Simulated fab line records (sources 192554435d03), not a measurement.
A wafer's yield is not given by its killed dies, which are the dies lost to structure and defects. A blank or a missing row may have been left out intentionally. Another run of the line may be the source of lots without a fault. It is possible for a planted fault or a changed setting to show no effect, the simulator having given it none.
Which of the tools did it? / flow n5 finfet / Sampling: 9 lots, 27 wafers, 5 of 1938 route steps

## WHAT THE GAUGES SHOWED, per wafer
N5_BEOL_M11_OVL_MEAS_29. Usual: for V10_OVL the level is -0.3 nm and the standard deviation is 0.76.
lot=L867; measured=day 11 03:29; on=overlay-02; V10_OVL (nm)=1.1 1.1 -0.8; flag=
lot=L866; measured=day 11 05:38; on=overlay-02; V10_OVL (nm)=0.3 1.3 1.3; flag=
lot=L872; measured=day 12 16:52; on=overlay-01; V10_OVL (nm)=-0.5 0.4 -0.4; flag=
lot=L875; measured=day 13 10:36; on=overlay-01; V10_OVL (nm)=-0.3 -1.7 -1.1; flag=
lot=L874; measured=day 14 00:47; on=overlay-01; V10_OVL (nm)=-0.1 0.7 -0.4; flag=
lot=L880; measured=day 15 04:49; on=overlay-02; V10_OVL (nm)=0.3 0.8 0.5; flag=
lot=L882; measured=day 15 13:27; on=overlay-02; V10_OVL (nm)=-1.1 -0.9 -1.3; flag=
lot=L887; measured=day 16 17:03; on=overlay-02; V10_OVL (nm)=-0.5 -0.9 0.5; flag=
lot=L886; measured=day 16 20:31; on=overlay-02; V10_OVL (nm)=0.5 1.3 -0.2; flag=

N5_BEOL_M12_THK_MEAS_01. Usual: for M12_ILD_THK the level is 659 nm and the standard deviation is 8.3.
lot=L867; measured=day 11 07:03; on=film metro-02; M12_ILD_THK (nm)=658 642 664; flag=
lot=L866; measured=day 11 10:39; on=film metro-01; M12_ILD_THK (nm)=639 639 659; flag=
lot=L872; measured=day 12 21:12; on=film metro-01; M12_ILD_THK (nm)=648 656 668; flag=
lot=L875; measured=day 13 15:32; on=film metro-02; M12_ILD_THK (nm)=653 645 678; flag=
lot=L874; measured=day 14 04:19; on=film metro-02; M12_ILD_THK (nm)=668 670 665; flag=
lot=L880; measured=day 15 10:14; on=film metro-02; M12_ILD_THK (nm)=1015 669 653; flag=OFF
lot=L882; measured=day 15 17:30; on=film metro-02; M12_ILD_THK (nm)=656 995 1020; flag=OFF
lot=L887; measured=day 16 20:41; on=film metro-01; M12_ILD_THK (nm)=646 657 655; flag=
lot=L886; measured=day 17 00:22; on=film metro-01; M12_ILD_THK (nm)=659 660 675; flag=

## WHAT TOOL EACH LOT RAN ON (gives the tool, then ch and the chambers of the sampled wafers, and finally the start)
lot=L867; N5_BEOL_M11_ETCH_65=rie diel-05 ch 0,1,2, day 11 03:35; N5_BEOL_M11_STRIP_77=rie diel-05 ch 0,1,2, day 11 06:55 or earlier; N5_BEOL_M12_ILD_DEP_00=pecvd-03 ch 0,1, day 11 06:55
lot=L866; N5_BEOL_M11_ETCH_65=rie diel-01 ch 0,3, day 11 05:46; N5_BEOL_M11_STRIP_77=rie diel-01 ch 0,3, day 11 10:31 or earlier; N5_BEOL_M12_ILD_DEP_00=pecvd-04 ch 0,1, day 11 10:31
lot=L872; N5_BEOL_M11_ETCH_65=rie diel-01 ch 0,3, day 12 17:00; N5_BEOL_M11_STRIP_77=rie diel-01 ch 0,3, day 12 21:04 or earlier; N5_BEOL_M12_ILD_DEP_00=pecvd-04 ch 0,2, day 12 21:04
lot=L875; N5_BEOL_M11_ETCH_65=rie diel-04 ch 1,2,3, day 13 10:41; N5_BEOL_M11_STRIP_77=rie diel-04 ch 1,2,3, day 13 15:25 or earlier; N5_BEOL_M12_ILD_DEP_00=pecvd-03 ch 0,1,2, day 13 15:25
lot=L874; N5_BEOL_M11_ETCH_65=rie diel-05 ch 0,1, day 14 00:52; N5_BEOL_M11_STRIP_77=rie diel-05 ch 0,1, day 14 04:10 or earlier; N5_BEOL_M12_ILD_DEP_00=pecvd-03 ch 0,2, day 14 04:10
lot=L880; N5_BEOL_M11_ETCH_65=rie diel-04 ch 1,2, day 15 04:56; N5_BEOL_M11_STRIP_77=rie diel-04 ch 1,2, day 15 10:06 or earlier; N5_BEOL_M12_ILD_DEP_00=pecvd-03 ch 1,2, day 15 10:06
lot=L882; N5_BEOL_M11_ETCH_65=rie diel-05 ch 0,1,2, day 15 13:32; N5_BEOL_M11_STRIP_77=rie diel-05 ch 0,1,2, day 15 17:19 or earlier; N5_BEOL_M12_ILD_DEP_00=pecvd-03 ch 1,2, day 15 17:19
lot=L887; N5_BEOL_M11_ETCH_65=rie diel-05 ch 0,1,2, day 16 17:09; N5_BEOL_M11_STRIP_77=rie diel-05 ch 0,1,2, day 16 20:32 or earlier; N5_BEOL_M12_ILD_DEP_00=pecvd-02 ch 0,2, day 16 20:32
lot=L886; N5_BEOL_M11_ETCH_65=rie diel-01 ch 0,2,3, day 16 20:46; N5_BEOL_M11_STRIP_77=rie diel-01 ch 0,2,3, day 17 00:14 or earlier; N5_BEOL_M12_ILD_DEP_00=pecvd-04 ch 0,2, day 17 00:14
- N5_BEOL_M11_ETCH_65: etches SiARC in CF4, target depth 39 nm, time 65 s.
- N5_BEOL_M11_STRIP_77: strips in N2/H2, time 10 s.
- N5_BEOL_M12_ILD_DEP_00: deposits SiOC from DEMS/O2, target thk 658.92 nm, time 130.7 s.

## AS READ BY THE TOOLS THEMSELVES (means over the sampled wafers that have a number; for cases with no such wafer, the mark the record gives instead)
N5_BEOL_M11_ETCH_65. Usual: cf4 flow sccm is 100.0 sccm with standard deviation 0.34, drypump motor current A is 5.7 A with standard deviation 0.34, etch rf on time s is 64.8 s with standard deviation 1.7, oes product au is 0.71 a.u. with standard deviation 0.083, rf vpp V is 184.1 V with standard deviation 1.1, showerhead plenum p Torr is 2.15 Torr with standard deviation 0.062, and throttle valve pct is 15.47 % with standard deviation 0.2.
lot=L867; tool=rie diel-05; cf4 flow sccm (sccm)=100.2; drypump motor current A (A)=5.5; etch rf on time s (s)=64.8; oes product au (a.u.)=0.66; rf vpp V (V)=184.2; showerhead plenum p Torr (Torr)=2.18; throttle valve pct (%)=15.54; flag=
lot=L866; tool=rie diel-01; cf4 flow sccm (sccm)=99.8; drypump motor current A (A)=5.5; etch rf on time s (s)=65.1; oes product au (a.u.)=0.64; rf vpp V (V)=183.7; showerhead plenum p Torr (Torr)=2.08; throttle valve pct (%)=15.50; flag=
lot=L872; tool=rie diel-01; cf4 flow sccm (sccm)=100.1; drypump motor current A (A)=5.4; etch rf on time s (s)=64.0; oes product au (a.u.)=0.66; rf vpp V (V)=183.7; showerhead plenum p Torr (Torr)=2.12; throttle valve pct (%)=15.55; flag=
lot=L875; tool=rie diel-04; cf4 flow sccm (sccm)=99.5; drypump motor current A (A)=6.1; etch rf on time s (s)=64.1; oes product au (a.u.)=0.77; rf vpp V (V)=183.8; showerhead plenum p Torr (Torr)=2.15; throttle valve pct (%)=15.33; flag=
lot=L874; tool=rie diel-05; cf4 flow sccm (sccm)=100.0; drypump motor current A (A)=5.3; etch rf on time s (s)=65.1; oes product au (a.u.)=0.69; rf vpp V (V)=184.5; showerhead plenum p Torr (Torr)=2.22; throttle valve pct (%)=15.54; flag=
lot=L880; tool=rie diel-04; cf4 flow sccm (sccm)=99.9; drypump motor current A (A)=6.2; etch rf on time s (s)=60.8; oes product au (a.u.)=0.78; rf vpp V (V)=184.4; showerhead plenum p Torr (Torr)=2.15; throttle valve pct (%)=15.33; flag=
lot=L882; tool=rie diel-05; cf4 flow sccm (sccm)=100.0; drypump motor current A (A)=5.5; etch rf on time s (s)=64.9; oes product au (a.u.)=0.72; rf vpp V (V)=184.6; showerhead plenum p Torr (Torr)=2.17; throttle valve pct (%)=15.45; flag=
lot=L887; tool=rie diel-05; cf4 flow sccm (sccm)=100.0; drypump motor current A (A)=5.5; etch rf on time s (s)=64.8; oes product au (a.u.)=0.70; rf vpp V (V)=183.6; showerhead plenum p Torr (Torr)=2.17; throttle valve pct (%)=15.47; flag=
lot=L886; tool=rie diel-01; cf4 flow sccm (sccm)=100.0; drypump motor current A (A)=5.4; etch rf on time s (s)=65.3; oes product au (a.u.)=0.67; rf vpp V (V)=183.4; showerhead plenum p Torr (Torr)=2.09; throttle valve pct (%)=15.62; flag=

N5_BEOL_M11_STRIP_77. Usual: drypump motor current A 5.7 A, standard deviation 0.34; oes product au 0.82 a.u., standard deviation 0.099; rf vpp V 59.2 V, standard deviation 0.73; showerhead plenum p Torr 2.55 Torr, standard deviation 0.068; throttle valve pct 23.48 %, standard deviation 0.14.
lot=L867; tool=rie diel-05; drypump motor current A (A)=5.5; oes product au (a.u.)=0.77; rf vpp V (V)=59.5; showerhead plenum p Torr (Torr)=2.58; throttle valve pct (%)=23.50; flag=
lot=L866; tool=rie diel-01; drypump motor current A (A)=5.6; oes product au (a.u.)=0.75; rf vpp V (V)=60.1; showerhead plenum p Torr (Torr)=2.47; throttle valve pct (%)=23.55; flag=
lot=L872; tool=rie diel-01; drypump motor current A (A)=5.4; oes product au (a.u.)=0.76; rf vpp V (V)=58.8; showerhead plenum p Torr (Torr)=2.50; throttle valve pct (%)=23.52; flag=
lot=L875; tool=rie diel-04; drypump motor current A (A)=6.1; oes product au (a.u.)=0.89; rf vpp V (V)=59.4; showerhead plenum p Torr (Torr)=2.55; throttle valve pct (%)=23.38; flag=
lot=L874; tool=rie diel-05; drypump motor current A (A)=5.3; oes product au (a.u.)=0.81; rf vpp V (V)=59.3; showerhead plenum p Torr (Torr)=2.64; throttle valve pct (%)=23.49; flag=
lot=L880; tool=rie diel-04; drypump motor current A (A)=6.3; oes product au (a.u.)=0.90; rf vpp V (V)=59.3; showerhead plenum p Torr (Torr)=2.54; throttle valve pct (%)=23.31; flag=
lot=L882; tool=rie diel-05; drypump motor current A (A)=5.5; oes product au (a.u.)=0.84; rf vpp V (V)=59.4; showerhead plenum p Torr (Torr)=2.57; throttle valve pct (%)=23.44; flag=
lot=L887; tool=rie diel-05; drypump motor current A (A)=5.5; oes product au (a.u.)=0.81; rf vpp V (V)=59.4; showerhead plenum p Torr (Torr)=2.56; throttle valve pct (%)=23.47; flag=
lot=L886; tool=rie diel-01; drypump motor current A (A)=5.5; oes product au (a.u.)=0.77; rf vpp V (V)=59.5; showerhead plenum p Torr (Torr)=2.47; throttle valve pct (%)=23.64; flag=

N5_BEOL_M12_ILD_DEP_00. Usual: heater power w 497 W, standard deviation 96; run length s 175.7 s, standard deviation 0.54; showerhead plenum p Torr 5.699 Torr, standard deviation 0.013; throttle valve pct 11.7 %, standard deviation 0.47.
lot=L867; tool=pecvd-03; heater power w (W)=400; run length s (s)=176.1; showerhead plenum p Torr (Torr)=5.709; throttle valve pct (%)=11.6; flag=
lot=L866; tool=pecvd-04; heater power w (W)=442; run length s (s)=175.5; showerhead plenum p Torr (Torr)=5.684; throttle valve pct (%)=11.9; flag=
lot=L872; tool=pecvd-04; heater power w (W)=389; run length s (s)=174.9; showerhead plenum p Torr (Torr)=5.684; throttle valve pct (%)=11.7; flag=
lot=L875; tool=pecvd-03; heater power w (W)=506; run length s (s)=175.4; showerhead plenum p Torr (Torr)=5.710; throttle valve pct (%)=11.5; flag=
lot=L874; tool=pecvd-03; heater power w (W)=522; run length s (s)=176.1; showerhead plenum p Torr (Torr)=5.714; throttle valve pct (%)=11.3; flag=
lot=L880; tool=pecvd-03; heater power w (W)=539; run length s (s)=198.5; showerhead plenum p Torr (Torr)=5.713; throttle valve pct (%)=12.0; flag=OFF
lot=L882; tool=pecvd-03; heater power w (W)=578; run length s (s)=221.9; showerhead plenum p Torr (Torr)=5.719; throttle valve pct (%)=11.6; flag=OFF
lot=L887; tool=pecvd-02; heater power w (W)=509; run length s (s)=176.1; showerhead plenum p Torr (Torr)=5.701; throttle valve pct (%)=11.3; flag=
lot=L886; tool=pecvd-04; heater power w (W)=386; run length s (s)=175.0; showerhead plenum p Torr (Torr)=5.690; throttle valve pct (%)=11.8; flag=

## THE ANSWER, worked out from the rows above alone
Rule: a lot counts as off when the mean over its wafers that have a number is more than 3 standard deviations away from the usual mean. Also off: a lot with no number at a reading for which 4 or more lots have one. All remaining lots with rows at the step are treated as sound. First the gauges in route order, then the tools' own readings, where a lot's mean is used as printed above. The first step at which some lot is off is used, and at that step the reading that is off furthest; a lot without a number counts as furthest.
Off: L880, L882, at N5_BEOL_M12_THK_MEAS_01 (M12_ILD_THK).
A tool fits if, at a process step before that reading, it ran every lot that is off, and no sound lot after the first of them. Not tried: the gauges at N5_BEOL_M12_THK_MEAS_01; whatever is off there is also off at N5_BEOL_M12_ILD_DEP_00, on other tools, and gauge error can't account for it. N5_BEOL_M11_STRIP_77: start missing for some lots; hours and lot order therefore follow N5_BEOL_M12_ILD_DEP_00. One candidate fits, namely pecvd-03 at N5_BEOL_M12_ILD_DEP_00. A fault onset in the window from L874 (day 14 04:10, its last sound lot) to L880 (day 15 10:06, its first lot off) fits.
The tool's own readings at N5_BEOL_M12_ILD_DEP_00 bear it out: on the lots that are off they differ by more than 5 times the standard deviation of the sound lots' means. run length s reads 210.2 s there against 175.6 s on the sound lots.

## WHAT THE SIMULATOR HAD PUT IN
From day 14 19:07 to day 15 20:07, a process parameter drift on pecvd-03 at N5_BEOL_M12_ILD_DEP_00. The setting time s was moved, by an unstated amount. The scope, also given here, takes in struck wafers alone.
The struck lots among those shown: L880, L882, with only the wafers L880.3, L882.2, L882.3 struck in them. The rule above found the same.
